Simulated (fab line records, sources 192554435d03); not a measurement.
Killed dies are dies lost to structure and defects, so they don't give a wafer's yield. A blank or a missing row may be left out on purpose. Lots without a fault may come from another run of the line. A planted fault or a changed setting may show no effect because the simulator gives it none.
fab line records | flow n5_finfet
record lots=5 wafers=15 last_day=18
route steps=1938 shown BEOL_M14@1751
lots that met no fault: from a run of the same line without faults
start_h: hours from the record's first day to the start of the lot's first wafer shown | wait_h: hours since the lot's step before | " the same as in the row above | L1.1+2: a row that stands for several wafers | - no value, or no start given | * or withheld: withheld | < > ~ a bound
route shown NAME@n: a module of which the file shows steps, and the number in the route of the first | usual: mean/standard deviation of fault-free wafers | same: alike in all rows | chamber/n: place in a boat | sites: the reading at each site | _std_site: their standard deviation | _edge_site: outer sites' mean less inner sites' | radius_mm: how far each site lies from the wafer's centre | mask NAME#n: copy n | behind: the tool/chamber that last shaped the wafer | hold: why the lot was held/for how many hours/how that ended | device: the transistor (n, p or np) that didn't switch | end of line: the same wafers' tests at the end of the route | a step without rows: its recipe alone | killed: dies lost to structure and defects at the first sort, not the wafer's yield | map: a wafer's dies, x killed, . not, _ none there
set.NAME: the setting as run; set.NAME@STEP: as run at that earlier step | model.NAME: the simulator's own value behind a step, which no gauge read
lots at some steps of the route; a table a step, a row a wafer
services: from which hour (start_h, from the record's first day; less than 0 if before it) a tool's chamber was out of use, for how many hours, and why
## steps
# step N5_BEOL_M14_ETCH_68
# recipe chemistry=N2/H2 target=SOC mask_material=SiARC source_w=3000 bias_w=350 temp_c=40 time_s=450 ion_energy_ev=200 pressure_mtorr=30 n2_flow_sccm=200 h2_flow_sccm=200
# step N5_BEOL_M14_STRIP_69
# recipe chemistry=N2/H2 temp_c=40 n2_flow_sccm=200 h2_flow_sccm=200 rf_frequency_hz=6e+07
# step N5_BEOL_M14_TRENCH_ETCH_34
# recipe chemistry=C4F8/O2/Ar target=SiO2 target_depth_a=5566.5 mask_material=SOC he_inner_torr=15 he_outer_torr=30 time_s=126.9 ion_energy_ev=800 pressure_mtorr=20 source_w=1905 bias_w=2040 Ar_flow_sccm=400 C4F8_flow_sccm=16 O2_flow_sccm=12
# step N5_BEOL_M14_STRIP_70
# recipe chemistry=C4F8/O2/Ar resist=SiARC rf_frequency_hz=6e+07
# step N5_BEOL_M14_OCD_MEAS_35
# usual trench_depth_nm=561/18
# columns lot.wafer tool chamber start_h wait_h trench_depth_nm
L208.1 ocd-01 - 266.25 0.0 553
L208.2 " - " " 577
L208.5 " - " " 556
L216.3 ocd-02 - 322.39 0.0 566
L216.4 " - " " 553
L216.6 " - " " 559
L213.2 ocd-01 - 327.17 0.0 554
L213.5 " - " " 553
L213.6 " - " " 575
L219.3 ocd-01 - 356.51 0.0 562
L219.5 " - " " 558
L219.6 " - " " 569
L225.1 ocd-01 - 407.03 0.0 553
L225.2 " - " " 541
L225.6 " - " " 556
# step N5_BEOL_M14_STRIP_37
# recipe chemistry=O2 power_w=600 temp_c=60 pressure_mtorr=30 rf_frequency_hz=6e+07 bias_power_w=0 overash_fraction=0.3 o2_flow_sccm=225
# usual drypump_motor_current_A=5.7/0.46 oes_product_au=0.82/0.081 rf_vpp_V=3.7/1 showerhead_plenum_p_Torr=2.12/0.067 throttle_valve_pct=16.70/0.24
# columns lot.wafer tool chamber start_h wait_h drypump_motor_current_A oes_product_au rf_hours_counter_h rf_vpp_V showerhead_plenum_p_Torr throttle_valve_pct
L208.1 rie_diel-04 0 266.66 0.4 5.8 0.68 240 4.3 2.16 16.73
L208.2 " 2 " " 6.2 0.92 29 3.7 2.23 16.49
L208.5 " 3 " " 6.0 0.86 - 1.9 2.13 16.69
L216.3 rie_diel-03 2 322.43 0.0 5.2 0.69 234 3.2 1.99 17.06
L216.4 " 3 " " 4.9 0.86 59 5.3 2.20 16.41
L216.6 " 1 " " 5.8 0.93 - 3.7 2.05 16.19
L213.2 rie_diel-02 2 330.46 3.3 5.2 0.73 175 3.5 2.20 16.73
L213.5 " 3 " " 5.7 0.84 - 2.5 2.07 16.58
L213.6 " 0 " " 6.3 0.76 - 2.2 2.12 17.06
L219.3 rie_diel-02 2 357.18 0.7 5.2 0.72 190 3.2 2.20 16.76
L219.5 " 0 " " 6.3 0.75 - 4.1 2.11 17.10
L219.6 " 1 " " 5.5 0.90 - 4.9 2.05 16.79
L225.1 rie_diel-02 3 407.14 0.1 5.7 0.83 80 1.5 2.06 16.65
L225.2 " 0 " " 6.3 0.73 169 2.7 2.11 17.15
L225.6 " 3 " " 5.7 0.81 - 2.6 2.06 16.63
# step N5_BEOL_M14_ETCH_38
# recipe chemistry=CF4/N2 target=SiCN target_depth_a=1065 taper_deg=2 time_s=120.6 ion_energy_ev=150 mask_material=SiO2 pressure_mtorr=40 source_w=430 bias_w=70 Ar_flow_sccm=100 cf4_flow_sccm=60 n2_flow_sccm=60
# usual drypump_motor_current_A=5.7/0.46 oes_product_au=0.81/0.076 rf_vpp_V=382.9/1.9 showerhead_plenum_p_Torr=2.22/0.067 throttle_valve_pct=15.41/0.23
# columns lot.wafer tool chamber start_h wait_h drypump_motor_current_A oes_product_au rf_hours_counter_h rf_vpp_V showerhead_plenum_p_Torr throttle_valve_pct
L208.1 rie_diel-04 0 - - 5.8 0.68 240 385.2 2.26 15.50
L208.2 " 2 " " 6.2 0.89 29 385.5 2.34 15.23
L208.5 " 3 " " 6.0 0.85 - 383.5 2.23 15.38
L216.3 rie_diel-03 2 - - 5.2 0.70 234 380.7 2.09 15.80
L216.4 " 3 " " 4.9 0.84 59 384.6 2.33 15.30
L216.6 " 1 " " 5.8 0.89 - 381.1 2.17 14.99
L213.2 rie_diel-02 2 - - 5.2 0.72 175 383.0 2.27 15.24
L213.5 " 3 " " 5.7 0.85 - 381.2 2.14 15.18
L213.6 " 0 " " 6.3 0.78 - 381.9 2.21 15.75
L219.3 rie_diel-02 2 - - 5.2 0.72 190 384.7 2.26 15.29
L219.5 " 0 " " 6.3 0.76 - 383.0 2.21 15.77
L219.6 " 1 " " 5.5 0.87 - 380.5 2.16 15.48
L225.1 rie_diel-02 3 - - 5.7 0.82 80 381.5 2.13 15.21
L225.2 " 0 " " 6.3 0.75 169 381.2 2.20 15.82
L225.6 " 3 " " 5.7 0.82 - 380.9 2.13 15.22
# step N5_BEOL_M14_PRECLEAN_39
# recipe chemistry=residue_remover time_s=60 temp_c=40
# step N5_BEOL_M14_SRD_40
# recipe time_s=30 temp_c=23 rinse_liquid=diw dry=n2_spin spin_rpm=1500 dry_time_s=30
# step N5_BEOL_M14_DEGAS_41
# recipe ambient=vacuum temp_c=300 time_s=60
# usual heater_power_w=479/48
# columns lot.wafer tool chamber start_h wait_h heater_power_w
L208.1 pvd_sputter-02 - 267.67 0.8 506
L208.2 " - " " 443
L208.5 " - " " 409
L216.3 pvd_sputter-03 - 322.80 0.1 483
L216.4 " - " " 500
L216.6 " - " " 497
L213.2 pvd_sputter-02 - 331.12 0.4 524
L213.5 " - " " 435
L213.6 " - " " 537
L219.3 pvd_sputter-01 - 357.67 0.3 473
L219.5 " - " " 477
L219.6 " - " " 506
L225.1 pvd_sputter-01 - 407.62 0.3 602
L225.2 " - " " 466
L225.6 " - " " 509
# step N5_BEOL_M14_PRE_CLEAN_42
# recipe gas=H2/He time_s=30 temp_c=300
# step N5_BEOL_M14_SPUTTER_43
# recipe material=TaN target_thk_a=150 temp_c=50 bias_v=168.6 power_w=15000 chamber_pressure_pa=0.12 time_s=24.19
# usual throttle_valve_pct=30.1/1.3
# columns lot.wafer tool chamber start_h wait_h throttle_valve_pct
L208.1 pvd_sputter-02 - 267.75 0.0 31.2
L208.2 " - " " 31.2
L208.5 " - " " 30.1
L216.3 pvd_sputter-03 - 322.88 0.0 29.7
L216.4 " - " " 29.2
L216.6 " - " " 29.6
L213.2 pvd_sputter-02 - 331.20 0.0 31.1
L213.5 " - " " 31.2
L213.6 " - " " 31.4
L219.3 pvd_sputter-01 - 357.75 0.0 32.7
L219.5 " - " " 28.4
L219.6 " - " " 30.6
L225.1 pvd_sputter-01 - 407.70 0.0 31.3
L225.2 " - " " 32.5
L225.6 " - " " 30.8
# step N5_BEOL_M14_SPUTTER_44
# recipe material=Ta target_thk_a=150 temp_c=50 bias_v=80 power_w=15000 chamber_pressure_pa=0.07 time_s=24.19
# usual throttle_valve_pct=30.2/1.3
# columns lot.wafer tool chamber start_h wait_h throttle_valve_pct model.Ta_of_BEOL_M14_SPUTTER_44.thk_nm
L208.1 pvd_sputter-02 - 267.83 0.0 31.3 14.8
L208.2 " - " " 31.3 14.8
L208.5 " - " " 30.0 15
L216.3 pvd_sputter-03 - 322.96 0.0 29.6 14.6
L216.4 " - " " 29.0 14.8
L216.6 " - " " 29.7 14.4
L213.2 pvd_sputter-02 - 331.28 0.0 31.5 14.8
L213.5 " - " " 31.4 15
L213.6 " - " " 31.4 14.8
L219.3 pvd_sputter-01 - 357.83 0.0 32.9 15.2
L219.5 " - " " 28.6 15.2
L219.6 " - " " 30.9 14.8
L225.1 pvd_sputter-01 - 407.78 0.0 31.0 13
L225.2 " - " " 33.0 15.4
L225.6 " - " " 30.6 12.6
# step N5_BEOL_M14_SPUTTER_45
# recipe material=Cu target_thk_a=1000 temp_c=-20 bias_v=60 power_w=26000 chamber_pressure_pa=0.13 time_s=16.67
# usual throttle_valve_pct=30.1/1.3
# columns lot.wafer tool chamber start_h wait_h throttle_valve_pct
L208.1 pvd_sputter-02 - 267.91 0.0 31.3
L208.2 " - " " 31.2
L208.5 " - " " 30.4
L216.3 pvd_sputter-03 - 323.04 0.0 29.5
L216.4 " - " " 28.9
L216.6 " - " " 29.6
L213.2 pvd_sputter-02 - 331.36 0.0 31.2
L213.5 " - " " 31.3
L213.6 " - " " 31.4
L219.3 pvd_sputter-01 - 357.91 0.0 32.8
L219.5 " - " " 28.6
L219.6 " - " " 30.8
L225.1 pvd_sputter-01 - 407.86 0.0 31.0
L225.2 " - " " 32.7
L225.6 " - " " 30.7
## services
# columns tool chamber start_h hours kind
rie_diel-04 2 244.17 16.4 repair
rie_diel-03 1 263.46 - clean
rie_diel-03 1 263.46 - consumable_replace:focus_ring
rie_diel-02 1 286.15 11.8 repair
rie_diel-04 0 302.78 - clean
rie_diel-04 0 302.78 - consumable_replace:focus_ring
rie_diel-04 0 302.78 21.6 scheduled_down
rie_diel-04 0 302.78 21.6 vent_cycle
rie_diel-02 3 333.88 28.2 repair
rie_diel-03 1 359.08 5.1 repair
rie_diel-03 2 376.64 - clean
rie_diel-03 2 376.64 - consumable_replace:focus_ring
rie_diel-03 2 376.64 - consumable_replace:showerhead
rie_diel-03 2 376.64 19.1 scheduled_down
rie_diel-03 2 376.64 19.1 vent_cycle
rie_diel-04 1 382.68 - clean
rie_diel-04 1 382.68 - consumable_replace:focus_ring
rie_diel-04 1 382.68 23.1 scheduled_down
rie_diel-04 1 382.68 23.1 vent_cycle
rie_diel-04 2 395.37 6.0 repair
rie_diel-02 - 402.40 1.1 repair
## key
first_sign none at tools or gauges
model_effect step=N5_BEOL_M14_SPUTTER_44 value=Ta_of_BEOL_M14_SPUTTER_44.thk_nm without=15.4 struck=12.8
met_at N5_BEOL_M14_SPUTTER_44
struck_wafers L225.1,L225.6
baseline_loss step=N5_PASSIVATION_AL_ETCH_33 wafers=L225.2
onset_between 357.83 407.78
fault kind=process_parameter_drift tool=pvd_sputter-01 chamber=- onset_h=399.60 steps=N5_BEOL_M14_SPUTTER_44 channel=time_s offset=* shape=step end_h=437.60 scope=struck_wafers_only acts_in=* stated=*
# baseline_loss: these wafers lose ten dies or more at that step, a loss of the line's own and not of a fault; the sort's usual values leave them out
